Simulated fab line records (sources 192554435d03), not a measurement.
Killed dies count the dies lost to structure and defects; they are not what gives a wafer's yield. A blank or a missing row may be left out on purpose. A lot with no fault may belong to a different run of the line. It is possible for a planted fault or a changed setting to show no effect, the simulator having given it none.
Chamber matching ; flow n5-finfet ; rie-diel-06 running N5_BEOL_M4_ETCH_69: 4 sister chambers
The step etches SiARC in CF4, target depth 15.6 nm, time 26 s. 4 wafers are shown with their chamber, then 8 later ones without.

WAFERS PAIRED WITH THEIR CHAMBERS
wafer;chamber;throttle-valve-pct (%)
L084.3;2;15.17
L084.6;1;15.82
L088.3;3;15.76
L092.2;0;15.55

WAFERS WITHOUT THEIR CHAMBER
wafer;throttle-valve-pct (%)
L092.3;15.86
L092.5;15.21
L097.1;15.56
L097.2;15.23
L097.3;15.87
L096.3;15.55
L096.4;15.81
L096.5;15.24

WHICH CHAMBER EACH WENT THROUGH
wafer;from the rows above;in truth
L092.3;can't be placed: 1 or 3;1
L092.5;2;2
L097.1;0;0
L097.2;2;2
L097.3;can't be placed: 1 or 3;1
L096.3;0;0
L096.4;can't be placed: 1 or 3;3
L096.5;2;2
Placed correctly: 5 of 8. Not placeable from these rows: 3 (in 3, the candidates include the true chamber). 0 placed wrongly.
How it was worked out, from the rows above alone: a wafer's distance from a chamber is the root of the sum, over the readings, of the square of ((its reading less the chamber's mean) divided by the reading's scatter). If the next closest chamber is less than 2 further off than the closest, the wafer can't be placed; otherwise it belongs to the closest. For every chamber, the mean is computed from those of its wafers that are shown. The scatter: root of mean squared gap, hidden wafer to nearest shown wafer, with one shown wafer a chamber.
